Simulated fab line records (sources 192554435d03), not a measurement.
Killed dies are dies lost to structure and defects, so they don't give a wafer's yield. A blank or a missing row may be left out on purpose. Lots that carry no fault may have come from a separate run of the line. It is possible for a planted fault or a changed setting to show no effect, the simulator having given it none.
fab line records	flow n5_finfet
record: lots: 7	wafers: 39
route steps=1938 shown BEOL_M11@1578 BEOL_M15@1773
start_h: the number of hours between the record's first day and the start of the first shown wafer of the lot	wait_h: hours elapsed since this lot's preceding step	" identical to the entry in the row above	L1.1+2: several wafers, shown together as one row	- no value, or no start was given	* or withheld: withheld	< > ~ a bound
route shown NAME@n: NAME is a module with steps in the file, n the number in the route of the first one	usual: mean/standard deviation taken from wafers without a fault	same: alike in all rows	chamber/n: place in a boat	sites: each site's reading	_std_site: standard deviation across them	_edge_site: mean of outer sites minus mean of inner sites	radius_mm: for every site, how far away it sits from the centre of the wafer	mask NAME#n: copy n	behind: the most recent tool/chamber to have shaped the wafer	hold: why the lot was held/for how many hours/how that ended	device: which transistor (n, p or np) failed to switch	end of line: at the end of the route, the tests of the same wafers	step lacking rows: just its recipe	killed: at the first sort, the dies lost to defects and structure; wafer yield is something else	map: dies across one wafer; x = killed, . = not, _ = none there
set.NAME: setting as actually run; set.NAME@STEP: the setting as run at that earlier step	model.NAME: the simulator's own value behind a step, which no gauge read
lots run with intentionally changed settings; tables by step, rows by wafer
== steps ==
step: N5_BEOL_M11_TRENCH_ETCH_37
recipe: chemistry: C4F6/O2	target_depth_a: 1488.3	target: SiCOH_lowk	time_s: 48	ion_energy_ev: 250	pressure_mtorr: 30	source_w: 345	bias_w: 185	Ar_flow_sccm: 300	C4F6_flow_sccm: 10	O2_flow_sccm: 10
lot.wafer	tool	chamber	start_h	wait_h	set.target_depth_a	model.BEOL_M11.feature_depth_nm	model.etch.depth_nm	model.TiN_of_BEOL_M11_HM_DEP_02.thk_nm
L080.1	rie_diel-05	1	-	-	782.6	76.2	76.21	17.6
L080.2	"	3	"	"	782.6	77.4	77.36	17.6
L080.3	"	2	"	"	1488.3	148	148.1	15.4
L080.4	"	0	"	"	1488.3	149.4	149.3	15.6
L080.5	"	0	"	"	782.6	78.6	78.53	17.6
L080.6	"	3	"	"	1488.3	147.6	147.7	15.6
L081.1	rie_diel-05	3	-	-	1488.3	146.8	146.9	16.2
L081.2	"	1	"	"	1098	108	107.9	17.2
L081.3	"	2	"	"	1488.3	149.6	149.6	16.2
L081.4	"	0	"	"	1098	109.8	109.8	17.2
L081.5	"	3	"	"	1488.3	146.4	146.3	16.2
L081.6	"	2	"	"	1098	109	109	17.2
L084.1	rie_diel-04	0	-	-	1488.3	148.4	148.3	16
L084.2	"	1	"	"	1488.3	144.4	144.5	16.4
L084.3	"	2	"	"	2261	221	221.1	14
L084.4	"	3	"	"	2261	229.8	229.8	13.6
L084.5	"	2	"	"	2261	220.2	220.2	14
L084.6	"	3	"	"	1488.3	150.8	150.7	15.8
L085.2	rie_diel-05	2	-	-	1488.3	148.2	148.2	16.2
L085.4	"	0	"	"	1488.3	148	148.1	16.2
L085.5	"	3	"	"	1488.3	145	145	16.2
L091.1	rie_diel-04	1	-	-	1488.3	145.2	145.2	16
L091.2	"	2	"	"	1488.3	145.2	145.3	15.8
L091.3	"	3	"	"	1488.3	152.2	152.2	15.4
L091.4	"	0	"	"	1488.3	148.6	148.6	16.2
L091.5	"	0	"	"	1488.3	149.2	149.1	16
L091.6	"	3	"	"	1488.3	152	152.1	15.6
L093.1	rie_diel-01	1	-	-	1488.3	151.4	151.4	15.6
L093.2	"	0	"	"	1488.3	147.2	147.3	15.4
L093.3	"	2	"	"	1488.3	147.6	147.6	15.4
L093.4	"	3	"	"	1488.3	153.8	153.8	15.8
L093.5	"	2	"	"	1488.3	148	147.9	15.4
L093.6	"	3	"	"	1488.3	153.6	153.6	15.8
L097.1	rie_diel-01	2	-	-	1488.3	148.8	148.9	15.8
L097.2	"	1	"	"	1069	109	108.9	16.6
L097.3	"	3	"	"	1069	111.4	111.4	16.4
L097.4	"	0	"	"	1488.3	148.2	148.2	15.2
L097.5	"	3	"	"	1488.3	156	156.1	15.4
L097.6	"	0	"	"	1069	106.4	106.4	17
step: N5_BEOL_M11_ETCH_41
recipe: chemistry: CH3F/O2	target: SiCN	target_depth_a: 426	taper_deg: 2	time_s: 86	ion_energy_ev: 120	mask_material: TiN	pressure_mtorr: 30	source_w: 395	bias_w: 75	Ar_flow_sccm: 150	CH3F_flow_sccm: 30	O2_flow_sccm: 20
step: N5_BEOL_M11_STRIP_77
recipe: chemistry: N2/H2	time_s: 10	power_w: 450	temp_c: 40	pressure_mtorr: 20	rf_frequency_hz: 6e+07	bias_power_w: 7	n2_flow_sccm: 200	h2_flow_sccm: 200
step: N5_BEOL_M11_OCD_MEAS_38
usual: trench_depth_nm: 149/3.2
lot.wafer	tool	chamber	start_h	wait_h	set.target_depth_a@BEOL_M11_TRENCH_ETCH_37	trench_depth_nm
L080.1	ocd-02	-	261.24	-	782.6	76
L080.2	"	-	"	"	782.6	77
L080.3	"	-	"	"	1488.3	148
L080.4	"	-	"	"	1488.3	149
L080.5	"	-	"	"	782.6	79
L080.6	"	-	"	"	1488.3	148
L081.1	ocd-01	-	268.34	-	1488.3	147
L081.2	"	-	"	"	1098	108
L081.3	"	-	"	"	1488.3	150
L081.4	"	-	"	"	1098	110
L081.5	"	-	"	"	1488.3	146
L081.6	"	-	"	"	1098	109
L084.1	ocd-02	-	295.18	-	1488.3	148
L084.2	"	-	"	"	1488.3	145
L084.3	"	-	"	"	2261	221
L084.4	"	-	"	"	2261	230
L084.5	"	-	"	"	2261	220
L084.6	"	-	"	"	1488.3	151
L085.2	ocd-02	-	295.51	-	1488.3	149
L085.4	"	-	"	"	1488.3	148
L085.5	"	-	"	"	1488.3	145
L091.1	ocd-02	-	332.14	-	1488.3	146
L091.2	"	-	"	"	1488.3	145
L091.3	"	-	"	"	1488.3	152
L091.4	"	-	"	"	1488.3	149
L091.5	"	-	"	"	1488.3	149
L091.6	"	-	"	"	1488.3	151
L093.1	ocd-02	-	340.45	-	1488.3	152
L093.2	"	-	"	"	1488.3	148
L093.3	"	-	"	"	1488.3	148
L093.4	"	-	"	"	1488.3	154
L093.5	"	-	"	"	1488.3	148
L093.6	"	-	"	"	1488.3	153
L097.1	ocd-02	-	370.24	-	1488.3	149
L097.2	"	-	"	"	1069	109
L097.3	"	-	"	"	1069	112
L097.4	"	-	"	"	1488.3	148
L097.5	"	-	"	"	1488.3	156
L097.6	"	-	"	"	1069	107
step: N5_BEOL_M11_HM_STRIP_39
recipe: chemistry: peroxide_tin_strip	material: TiN	target_depth_a: 250	temp_c: 50	time_s: 158
step: N5_BEOL_M11_SRD_40
recipe: time_s: 30	temp_c: 23	rinse_liquid: diw	dry: ipa_marangoni
step: N5_BEOL_M11_ECD_50
recipe: material: Cu	target_thk_a: 3180
step: N5_BEOL_M11_ANNEAL_51
recipe: temp_c: 225	time_s: 90	ambient: N2
step: N5_BEOL_M11_CMP_52
recipe: stop_on: SiCOH_lowk	t_overpolish_s: 7	down_force_psi: 1	platen_rpm: 50	clearing_platen_down_force_psi: 1.5	clearing_platen_rpm: 50	post_cmp_clean: cu_alkaline	target_thk_nm: 140	clearing_platen_pad_velocity_m_s: 0.99484	pad_velocity_m_s: 0.99484
lot.wafer	tool	chamber	start_h	wait_h	set.target_depth_a@BEOL_M11_TRENCH_ETCH_37	model.Cu_of_BEOL_M11_ECD_50.thk_nm
L080.4	cmp-03	1	263.34	0.1	1488.3	138.6
L080.2	"	2	"	"	782.6	68.4
L080.1	"	3	"	"	782.6	66.6
L080.3	"	0	"	"	1488.3	138.2
L080.5	"	1	"	"	782.6	67.8
L080.6	"	2	"	"	1488.3	138.4
L081.1	cmp-04	3	270.22	0.3	1488.3	138.4
L081.4	"	0	"	"	1098	103.4
L081.3	"	1	"	"	1488.3	142.4
L081.2	"	2	"	"	1098	101.6
L081.5	"	3	"	"	1488.3	137.6
L081.6	"	0	"	"	1098	102.6
L084.3	cmp-04	3	297.49	0.2	2261	213
L084.2	"	0	"	"	1488.3	137.8
L084.4	"	1	"	"	2261	222
L084.1	"	2	"	"	1488.3	140.8
L084.6	"	3	"	"	1488.3	140.2
L084.5	"	0	"	"	2261	215
L085.4	cmp-01	2	297.82	0.2	1488.3	139.4
L085.2	"	3	"	"	1488.3	139.6
L085.5	"	0	"	"	1488.3	135.8
L091.2	cmp-01	2	334.40	0.2	1488.3	135.6
L091.1	"	3	"	"	1488.3	135.2
L091.4	"	0	"	"	1488.3	140.2
L091.3	"	1	"	"	1488.3	143
L091.6	"	2	"	"	1488.3	142.2
L091.5	"	3	"	"	1488.3	139.6
L093.3	cmp-01	2	342.72	0.2	1488.3	137.8
L093.1	"	3	"	"	1488.3	142.2
L093.4	"	0	"	"	1488.3	145.8
L093.2	"	1	"	"	1488.3	138.4
L093.5	"	2	"	"	1488.3	138.8
L093.6	"	3	"	"	1488.3	144.6
L097.2	cmp-03	1	372.52	0.2	1069	99.6
L097.3	"	2	"	"	1069	101.8
L097.4	"	3	"	"	1488.3	140
L097.1	"	0	"	"	1488.3	139.6
L097.5	"	1	"	"	1488.3	145
L097.6	"	2	"	"	1069	97.4
step: N5_BEOL_M11_THK_MEAS_53
recipe: thk_meas_gauge: xrf	reads: Cu_of_BEOL_M11_ECD_50
usual: M11_THK: 145/3.5
lot.wafer	tool	chamber	start_h	wait_h	set.target_depth_a@BEOL_M11_TRENCH_ETCH_37	M11_THK[nm]
L080.1	film_metro-02	-	263.64	-	782.6	69
L080.2	"	-	"	"	782.6	71
L080.3	"	-	"	"	1488.3	144
L080.4	"	-	"	"	1488.3	144
L080.5	"	-	"	"	782.6	70
L080.6	"	-	"	"	1488.3	144
L081.1	film_metro-02	-	270.52	-	1488.3	144
L081.2	"	-	"	"	1098	105
L081.3	"	-	"	"	1488.3	148
L081.4	"	-	"	"	1098	107
L081.5	"	-	"	"	1488.3	142
L081.6	"	-	"	"	1098	106
L084.1	film_metro-02	-	297.78	-	1488.3	146
L084.2	"	-	"	"	1488.3	142
L084.3	"	-	"	"	2261	220
L084.4	"	-	"	"	2261	229
L084.5	"	-	"	"	2261	223
L084.6	"	-	"	"	1488.3	145
L085.2	film_metro-01	-	298.04	-	1488.3	144
L085.4	"	-	"	"	1488.3	144
L085.5	"	-	"	"	1488.3	140
L091.1	film_metro-02	-	334.70	-	1488.3	140
L091.2	"	-	"	"	1488.3	140
L091.3	"	-	"	"	1488.3	148
L091.4	"	-	"	"	1488.3	145
L091.5	"	-	"	"	1488.3	144
L091.6	"	-	"	"	1488.3	147
L093.1	film_metro-02	-	343.01	-	1488.3	148
L093.2	"	-	"	"	1488.3	144
L093.3	"	-	"	"	1488.3	143
L093.4	"	-	"	"	1488.3	152
L093.5	"	-	"	"	1488.3	145
L093.6	"	-	"	"	1488.3	150
L097.1	film_metro-02	-	372.82	-	1488.3	145
L097.2	"	-	"	"	1069	103
L097.3	"	-	"	"	1069	105
L097.4	"	-	"	"	1488.3	145
L097.5	"	-	"	"	1488.3	150
L097.6	"	-	"	"	1069	100
step: N5_BEOL_M11_PRE_CLEAN_55
recipe: gas: NH3	time_s: 15	temp_c: withheld	rf_power_w: 300
step: N5_BEOL_M11_DEP_56
recipe: material: SiCN	target_thk_a: 300	temp_c: withheld	precursor: 3MS/NH3	pressure_torr: 3	rf_w: 675	time_s: 10.5
step: N5_BEOL_M11_RS_MEAS_57
recipe: thk_meas_gauge: four-point-probe	reads: Cu_of_BEOL_M11_ECD_50+Co_of_BEOL_M11_CVD_75+TaN_of_BEOL_M11_ALD_74
usual: M11_RS: 0.151/0.0037
lot.wafer	tool	chamber	start_h	wait_h	set.target_depth_a@BEOL_M11_TRENCH_ETCH_37	M11_RS[ohm/sq]
L080.1	film_metro-02	-	263.79	0.1	782.6	0.354
L080.2	"	-	"	"	782.6	0.344
L080.3	"	-	"	"	1488.3	0.153
L080.4	"	-	"	"	1488.3	0.152
L080.5	"	-	"	"	782.6	0.348
L080.6	"	-	"	"	1488.3	0.153
L081.1	film_metro-01	-	270.64	0.0	1488.3	0.153
L081.2	"	-	"	"	1098	0.216
L081.3	"	-	"	"	1488.3	0.148
L081.4	"	-	"	"	1098	0.212
L081.5	"	-	"	"	1488.3	0.154
L081.6	"	-	"	"	1098	0.214
L084.1	film_metro-01	-	297.91	0.0	1488.3	0.149
L084.2	"	-	"	"	1488.3	0.154
L084.3	"	-	"	"	2261	0.096
L084.4	"	-	"	"	2261	0.092
L084.5	"	-	"	"	2261	0.095
L084.6	"	-	"	"	1488.3	0.150
L085.2	film_metro-01	-	298.17	0.0	1488.3	0.152
L085.4	"	-	"	"	1488.3	0.152
L085.5	"	-	"	"	1488.3	0.156
L091.1	film_metro-02	-	334.95	0.1	1488.3	0.157
L091.2	"	-	"	"	1488.3	0.157
L091.3	"	-	"	"	1488.3	0.147
L091.4	"	-	"	"	1488.3	0.151
L091.5	"	-	"	"	1488.3	0.151
L091.6	"	-	"	"	1488.3	0.148
L093.1	film_metro-02	-	343.14	0.0	1488.3	0.148
L093.2	"	-	"	"	1488.3	0.153
L093.3	"	-	"	"	1488.3	0.154
L093.4	"	-	"	"	1488.3	0.145
L093.5	"	-	"	"	1488.3	0.152
L093.6	"	-	"	"	1488.3	0.146
L097.1	film_metro-02	-	372.94	0.0	1488.3	0.151
L097.2	"	-	"	"	1069	0.222
L097.3	"	-	"	"	1069	0.216
L097.4	"	-	"	"	1488.3	0.151
L097.5	"	-	"	"	1488.3	0.145
L097.6	"	-	"	"	1069	0.227
step: N5_BEOL_M15_ILD_DEP_00
recipe: material: SiO2	target_thk_a: 16293	temp_c: 400	precursor: TEOS/O2	pressure_torr: 6.5	rf_w: 900	teos_flow_sccm: 161.4	gas: O2	flow_sccm: 2650	time_s: 346.1
lot.wafer	tool	chamber	start_h	wait_h	set.time_s	model.SiO2_of_BEOL_M15_ILD_DEP_00.thk_nm
L080.1	pecvd-04	1	278.59	0.0	346.1	1590
L080.2	"	0	"	"	346.1	1632
L080.3	"	1	"	"	346.1	1610
L080.4	"	0	"	"	346.1	1658
L080.5	"	1	"	"	346.1	1620
L080.6	"	0	"	"	346.1	1649
L081.1	pecvd-03	2	290.59	0.0	486.7	2265
L081.2	"	0	"	"	346.1	1556
L081.3	"	1	"	"	346.1	1622
L081.4	"	2	"	"	486.7	2311
L081.5	"	0	"	"	346.1	1636
L081.6	"	1	"	"	486.7	2318
L085.2	pecvd-04	2	319.08	0.0	346.1	1642
L085.4	"	1	"	"	346.1	1648
L085.5	"	0	"	"	346.1	1698
L084.1	pecvd-03	1	321.33	0.0	346.1	1631
L084.2	"	0	"	"	346.1	1581
L084.3	"	2	"	"	346.1	1598
L084.4	"	1	"	"	346.1	1652
L084.5	"	2	"	"	346.1	1627
L084.6	"	0	"	"	346.1	1592
L091.1+3	pecvd-03	0,2	353.81	0.0	346.1	1605
L091.2	"	1	"	"	346.1	1642
L091.4	"	1	"	"	505.3	2412
L091.5	"	0	"	"	505.3	2366
L091.6	"	2	"	"	505.3	2388
L093.1	pecvd-03	1	363.13	0.0	346.1	1638
L093.2	"	0	"	"	346.1	1609
L093.3	"	2	"	"	475.4	2212
L093.4	"	1	"	"	475.4	2265
L093.5	"	0	"	"	346.1	1625
L093.6	"	2	"	"	475.4	2246
L097.1+5	pecvd-01	2,0	393.27	0.0	346.1	1642
L097.2	"	1	"	"	346.1	1626
L097.3	"	0	"	"	346.1	1621
L097.4	"	1	"	"	346.1	1656
L097.6	"	2	"	"	346.1	1667
step: N5_BEOL_M15_THK_MEAS_01
recipe: reads: SiO2_of_BEOL_M15_ILD_DEP_00
usual: M15_ILD_THK: 1639/27
lot.wafer	tool	chamber	start_h	wait_h	set.time_s@BEOL_M15_ILD_DEP_00	M15_ILD_THK[nm]
L080.1	film_metro-02	-	278.95	0.2	346.1	1589
L080.2	"	-	"	"	346.1	1633
L080.3	"	-	"	"	346.1	1610
L080.4	"	-	"	"	346.1	1657
L080.5	"	-	"	"	346.1	1617
L080.6	"	-	"	"	346.1	1649
L081.1	film_metro-01	-	290.84	0.1	486.7	2264
L081.2	"	-	"	"	346.1	1556
L081.3	"	-	"	"	346.1	1620
L081.4	"	-	"	"	486.7	2312
L081.5	"	-	"	"	346.1	1637
L081.6	"	-	"	"	486.7	2318
L085.2	film_metro-02	-	319.33	0.1	346.1	1642
L085.4	"	-	"	"	346.1	1648
L085.5	"	-	"	"	346.1	1697
L084.1	film_metro-02	-	321.58	0.1	346.1	1630
L084.2	"	-	"	"	346.1	1580
L084.3	"	-	"	"	346.1	1599
L084.4	"	-	"	"	346.1	1651
L084.5	"	-	"	"	346.1	1629
L084.6	"	-	"	"	346.1	1593
L091.1	film_metro-01	-	354.06	0.1	346.1	1605
L091.2	"	-	"	"	346.1	1642
L091.3	"	-	"	"	346.1	1605
L091.4	"	-	"	"	505.3	2412
L091.5	"	-	"	"	505.3	2366
L091.6	"	-	"	"	505.3	2389
L093.1	film_metro-01	-	363.38	0.1	346.1	1638
L093.2	"	-	"	"	346.1	1609
L093.3	"	-	"	"	475.4	2213
L093.4	"	-	"	"	475.4	2265
L093.5	"	-	"	"	346.1	1626
L093.6	"	-	"	"	475.4	2244
L097.1	film_metro-01	-	393.52	0.1	346.1	1640
L097.2	"	-	"	"	346.1	1625
L097.3	"	-	"	"	346.1	1620
L097.4	"	-	"	"	346.1	1655
L097.5	"	-	"	"	346.1	1642
L097.6	"	-	"	"	346.1	1667
step: N5_BEOL_M15_COAT_58
recipe: resist: BARC	temp_c: 205	time_s: 60	spin_rpm: 1500	resist_thk_nm: 89
step: N5_BEOL_M15_COAT_04
recipe: spin_rpm: 1704	resist_thk_nm: 800
step: N5_BEOL_M15_DESCUM_15
recipe: chemistry: O2	time_s: 7.9	source_power_w: 50	bias_power_w: 20	pressure_mtorr: 20	rf_frequency_hz: 2.712e+07	temp_c: 40	o2_flow_sccm: 225
step: N5_BEOL_M15_ETCH_59
recipe: chemistry: N2/H2	target: BARC	target_depth_a: 890	overetch_a: 267	time_s: 67.9	ion_energy_ev: 200	pressure_mtorr: 30	source_w: 840	bias_w: 150	n2_flow_sccm: 200	h2_flow_sccm: 200
step: N5_BEOL_M15_VIA_ETCH_16
recipe: chemistry: C4F8/O2/Ar	target: SiO2	he_inner_torr: 15	he_outer_torr: 30	target_depth_a: 17922	time_s: withheld	ion_energy_ev: 800	pressure_mtorr: 20	source_w: 1905	bias_w: 2040	Ar_flow_sccm: 400	C4F8_flow_sccm: 16	O2_flow_sccm: 12	ends: cleared
lot.wafer	tool	chamber	start_h	wait_h	set.time_s@BEOL_M15_ILD_DEP_00	model.etch.depth_nm	model.coat_of_BEOL_M15_COAT_04.thk_nm
L080.1	rie_diel-01	3	280.26	0.0	*	1590	336.2
L080.2	"	2	"	"	*	1632	334.6
L080.3	"	1	"	"	*	1610	330.6
L080.4	"	0	"	"	*	1658	328.8
L080.5	"	2	"	"	*	1620	338.2
L080.6	"	1	"	"	*	1649	324
L081.1	rie_diel-05	1	291.32	0.0	*	2265	185.6
L081.2	"	3	"	"	*	1556	354
L081.3	"	2	"	"	*	1622	332.2
L081.4	"	0	"	"	*	2311	173.2
L081.5	"	0	"	"	*	1636	333.2
L081.6	"	3	"	"	*	2318	175.2
L085.2	rie_diel-01	1	319.94	0.0	*	1642	325
L085.4	"	0	"	"	*	1648	330.2
L085.5	"	1	"	"	*	1698	312
L084.1	rie_diel-04	0	322.17	0.0	*	1631	338.4
L084.2	"	3	"	"	*	1581	342.4
L084.3	"	2	"	"	*	1598	346.2
L084.4	"	1	"	"	*	1652	327.2
L084.5	"	2	"	"	*	1627	342
L084.6	"	3	"	"	*	1592	343
L091.1	rie_diel-01	2	354.66	0.0	*	1605	342
L091.2	"	1	"	"	*	1642	320.6
L091.3	"	0	"	"	*	1605	338.4
L091.4	"	3	"	"	*	2412	144.4
L091.5	"	1	"	"	*	2366	151.8
L091.6	"	0	"	"	*	2388	153.8
L093.1	rie_diel-05	3	364.02	0.0	*	1638	331.8
L093.2	"	2	"	"	*	1609	333.2
L093.3	"	1	"	"	*	2212	197
L093.4	"	0	"	"	*	2265	181.6
L093.5	"	3	"	"	*	1625	336.8
L093.6	"	0	"	"	*	2246	187.4
L097.1	rie_diel-04	3	394.00	0.0	*	1642	331.4
L097.2	"	1	"	"	*	1626	334.8
L097.3	"	2	"	"	*	1621	343.6
L097.4	"	0	"	"	*	1656	333.2
L097.5	"	0	"	"	*	1642	334.4
L097.6	"	1	"	"	*	1667	325.8
step: N5_BEOL_M15_STRIP_63
recipe: chemistry: O2	power_w: 600	temp_c: 60	pressure_mtorr: 30	rf_frequency_hz: 6e+07	bias_power_w: 0	overash_fraction: 0.3	o2_flow_sccm: 225
step: N5_BEOL_M15_STRIP_64
recipe: chemistry: O2	power_w: 600	temp_c: 60	pressure_mtorr: 30	rf_frequency_hz: 6e+07	bias_power_w: 0	overash_fraction: 0.3	o2_flow_sccm: 225
step: N5_BEOL_M15_STRIP_65
recipe: chemistry: post_etch_residue_remover	time_s: 60	temp_c: 25	remover_ph: withheld	remover_water_wt_pct: withheld	remover_fluoride_wt_pct: withheld
step: N5_BEOL_M15_SRD_66
recipe: time_s: 30	temp_c: 23	rinse_liquid: diw	dry: n2_spin	spin_rpm: 1500	dry_time_s: 30
step: N5_BEOL_M15_CD_MEAS_17
recipe: target_cd_nm: 360	polarity: opening
usual: cd_nm: 361.2/2.2
lot.wafer	tool	chamber	start_h	wait_h	set.time_s@BEOL_M15_ILD_DEP_00	cd_nm
L080.1	cd_sem-03	-	280.67	0.0	346.1	361.2
L080.2	"	-	"	"	346.1	363.1
L080.3	"	-	"	"	346.1	363.8
L080.4	"	-	"	"	346.1	361.2
L080.5	"	-	"	"	346.1	362.6
L080.6	"	-	"	"	346.1	362.3
L081.1	cd_sem-03	-	291.73	0.0	486.7	369.2
L081.2	"	-	"	"	346.1	363.5
L081.3	"	-	"	"	346.1	361.5
L081.4	"	-	"	"	486.7	365.2
L081.5	"	-	"	"	346.1	359.7
L081.6	"	-	"	"	486.7	371.5
L085.2	cd_sem-01	-	320.35	0.0	346.1	362.2
L085.4	"	-	"	"	346.1	359.4
L085.5	"	-	"	"	346.1	359.7
L084.1	cd_sem-02	-	322.58	0.0	346.1	362.8
L084.2	"	-	"	"	346.1	361.6
L084.3	"	-	"	"	346.1	361.7
L084.4	"	-	"	"	346.1	363.2
L084.5	"	-	"	"	346.1	361.3
L084.6	"	-	"	"	346.1	364.2
L091.1	cd_sem-03	-	355.07	0.0	346.1	359.9
L091.2	"	-	"	"	346.1	358.5
L091.3	"	-	"	"	346.1	356.4
L091.4	"	-	"	"	505.3	367.8
L091.5	"	-	"	"	505.3	365.7
L091.6	"	-	"	"	505.3	369.7
L093.1	cd_sem-02	-	364.43	0.0	346.1	359.7
L093.2	"	-	"	"	346.1	361.7
L093.3	"	-	"	"	475.4	365.5
L093.4	"	-	"	"	475.4	366.2
L093.5	"	-	"	"	346.1	360.0
L093.6	"	-	"	"	475.4	363.7
L097.1	cd_sem-02	-	394.42	0.0	346.1	362.9
L097.2	"	-	"	"	346.1	362.2
L097.3	"	-	"	"	346.1	364.5
L097.4	"	-	"	"	346.1	367.4
L097.5	"	-	"	"	346.1	365.0
L097.6	"	-	"	"	346.1	364.7
== key ==
split: step: N5_BEOL_M11_TRENCH_ETCH_37	setting: target_depth_a	stated: 1488.3	by: wafer
response: step: N5_BEOL_M11_TRENCH_ETCH_37	reading: model.BEOL_M11.feature_depth_nm	change: +1.48	per: 1%	r: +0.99
response: step: N5_BEOL_M11_TRENCH_ETCH_37	reading: model.etch.depth_nm	change: +1.48	per: 1%	r: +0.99
response: step: N5_BEOL_M11_TRENCH_ETCH_37	reading: model.TiN_of_BEOL_M11_HM_DEP_02.thk_nm	change: -0.0424	per: 1%	r: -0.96
response: step: N5_BEOL_M11_OCD_MEAS_38	reading: trench_depth_nm	change: +1.48	per: 1%	r: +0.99
response: step: N5_BEOL_M11_CMP_52	reading: model.Cu_of_BEOL_M11_ECD_50.thk_nm	change: +1.48	per: 1%	r: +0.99
response: step: N5_BEOL_M11_THK_MEAS_53	reading: M11_THK	change: +1.54	per: 1%	r: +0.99
response: step: N5_BEOL_M11_RS_MEAS_57	reading: M11_RS	change: -0.00248	per: 1%	r: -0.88
split: step: N5_BEOL_M15_ILD_DEP_00	setting: time_s	stated: 346.1	by: wafer
response: step: N5_BEOL_M15_ILD_DEP_00	reading: model.SiO2_of_BEOL_M15_ILD_DEP_00.thk_nm	change: +16.8	per: 1%	r: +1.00
response: step: N5_BEOL_M15_THK_MEAS_01	reading: M15_ILD_THK	change: +16.8	per: 1%	r: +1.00
response: step: N5_BEOL_M15_VIA_ETCH_16	reading: model.etch.depth_nm	change: +16.8	per: 1%	r: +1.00
response: step: N5_BEOL_M15_VIA_ETCH_16	reading: model.coat_of_BEOL_M15_COAT_04.thk_nm	change: -3.96	per: 1%	r: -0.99
response: step: N5_BEOL_M15_CD_MEAS_17	reading: cd_nm	change: +0.174	per: 1%	r: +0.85
